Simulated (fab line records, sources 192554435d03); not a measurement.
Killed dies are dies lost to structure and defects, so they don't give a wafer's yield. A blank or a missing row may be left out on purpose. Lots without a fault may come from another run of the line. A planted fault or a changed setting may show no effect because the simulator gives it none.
A struck lot beside a sound one | flow n5_finfet | 16 steps out of a route of 1938
Sound: wafers L165.1, L165.4, L165.6. Struck: wafer L180.4. (L180.1, L180.6 of the same lot were not struck and are left out.) The cause comes at the end.
At each step with rows: each side's tool, then ch and its chambers, then its first start. Under that, the readings that differ: sound wafers | struck wafers | difference of the means | sigmas: that difference in standard deviations of wafers without a fault.
alike: readings whose means differ by less than 2 such deviations, and words and numbers that are the same on both sides. not compared: withheld readings, readings that some wafer has no value for, bounds like >300 that may hide the same value, and numbers for which the record gives no deviation and whose values overlap.
The two part at a step that has a row with sigmas, a row that says differs or no value, or rows on one side only. Numbers that don't overlap but have no deviation are shown without sigmas and don't part them. A reading that every wafer of one side lacks parts them only if that side has two wafers or more.

first, 1 step without rows for these wafers: N5_BEOL_M2_DESCUM_33 (chemistry O2, time 7 s).
N5_BEOL_M2_ETCH_77: etches underlayer in N2/H2, target depth 6.5 nm, time 5.2 s.
  sound on rie_diel-04 ch 0,1, day 7 05:18; struck on rie_diel-04 ch 1, day 10 15:09
  reading                        | sound             | struck | difference | sigmas
  chamber_pressure_mTorr (mTorr) | 29.97 29.98 30.04 | 30.09  | +0.09      | +2
  alike: drypump_motor_current_A, etch_rf_on_time_s, oes_product_au, rf_vpp_V, showerhead_plenum_p_Torr, throttle_valve_pct
  not compared: rf_hours_counter_h
then, 1 step without rows for these wafers: N5_BEOL_M2_ETCH_69 (etches SiARC in CF4, target depth 15.6 nm, time 26 s).
N5_BEOL_M2_ALD_98: deposits SiO2, target thk 2.5 nm, pulse time 1 s, co reactant pulse time 1 s.
  sound on ald_sin-02 ch 1,2,3, day 7 05:59; struck on ald_sin-03 ch 0, day 10 15:15
  alike: heater_power_outer_w, heater_power_w, precursor_pulse_height_rel
then, 1 step without rows for these wafers: N5_BEOL_M2_ETCHBACK_99 (etches SiO2 in CHF3, target depth 5 nm, time 10.4 s).
N5_BEOL_M2_ETCH_70: etches SOC in N2/H2, target depth 80 nm, overetch 24 nm, time 130 s.
  sound on rie_diel-01 ch 1,2, day 7 06:46; struck on rie_diel-04 ch 2, day 10 15:46
  reading                | sound             | struck | difference | sigmas
  throttle_valve_pct (%) | 17.77 18.15 17.75 | 17.30  | -0.59      | -2
  alike: chamber_pressure_mTorr, drypump_motor_current_A, oes_product_au, rf_vpp_V, showerhead_plenum_p_Torr
  not compared: rf_hours_counter_h
then, 5 steps without rows for these wafers: N5_BEOL_M2_STRIP_71 (strips in N2/H2); N5_BEOL_M2_STRIP_78 (strips in N2/H2); N5_BEOL_M2_VIA_ETCH_34 (etches the open film in C4F6/O2, target depth 69.4 nm, time 65.9 s); N5_BEOL_M2_STRIP_83 (strips in C4F6/O2); N5_BEOL_M2_STRIP_36 (strips in N2/H2).
N5_BEOL_M2_TRENCH_ETCH_37: etches SiOC in C4F6/O2, target depth 55.555 nm, time 29.2 s.
  sound on rie_diel-01 ch 1,2; struck on rie_diel-04 ch 2
  reading                | sound             | struck | difference | sigmas
  rf_vpp_V (V)           | 669 672 670       | 654    | -16        | -3
  throttle_valve_pct (%) | 20.88 21.24 20.86 | 20.35  | -0.64      | -2
  alike: chamber_pressure_mTorr, drypump_motor_current_A, oes_product_au, showerhead_plenum_p_Torr
  not compared: rf_hours_counter_h
N5_BEOL_M2_ETCH_41: etches SiCN in CH3F/O2, target depth 29.9 nm, time 52.5 s.
  sound on rie_diel-01 ch 1,2, day 7 06:59; struck on rie_diel-04 ch 2, day 10 16:00
  reading                  | sound             | struck | difference | sigmas
  oes_product_au (a.u.)    | 0.70 0.88 0.70    | 1.13   | +0.37      | +5
  throttle_valve_pct (%)   | 16.35 16.58 16.35 | 15.80  | -0.63      | -2
  model.etch.depth_nm (nm) | 19.57 19.98 19.63 | 28.41  | +8.68      |
  alike: chamber_pressure_mTorr, drypump_motor_current_A, rf_vpp_V, showerhead_plenum_p_Torr
  not compared: rf_hours_counter_h
N5_BEOL_M2_STRIP_97: strips in N2/H2, time 10 s.
  sound on rie_diel-01 ch 1,2; struck on rie_diel-04 ch 2
  alike: chamber_pressure_mTorr, drypump_motor_current_A, oes_product_au, rf_vpp_V, showerhead_plenum_p_Torr, throttle_valve_pct
  not compared: rf_hours_counter_h
N5_BEOL_M4_RC_MEAS_101:
  sound on prober-01 ch 0, day 8 08:08; struck on prober-01 ch 0, day 11 16:34
  reading       | sound             | struck | difference | sigmas
  ION_N (uA/um) | 675 684 691       | 663    | -20        | -2
  VT_N (mV)     | 248.5 246.4 244.1 | 252.3  | +6.0       | +2
  alike: DIBL_N, DIBL_P, IOFF_N, IOFF_P, ION_P, SS_N, SS_P, VT_P
then, 1 step without rows for these wafers: N5_PASSIVATION_PROBE_49.

WHERE THEY PART
First at N5_BEOL_M2_ETCH_77; last, within this record, at N5_BEOL_M4_RC_MEAS_101.

WHY: what the simulator had put in
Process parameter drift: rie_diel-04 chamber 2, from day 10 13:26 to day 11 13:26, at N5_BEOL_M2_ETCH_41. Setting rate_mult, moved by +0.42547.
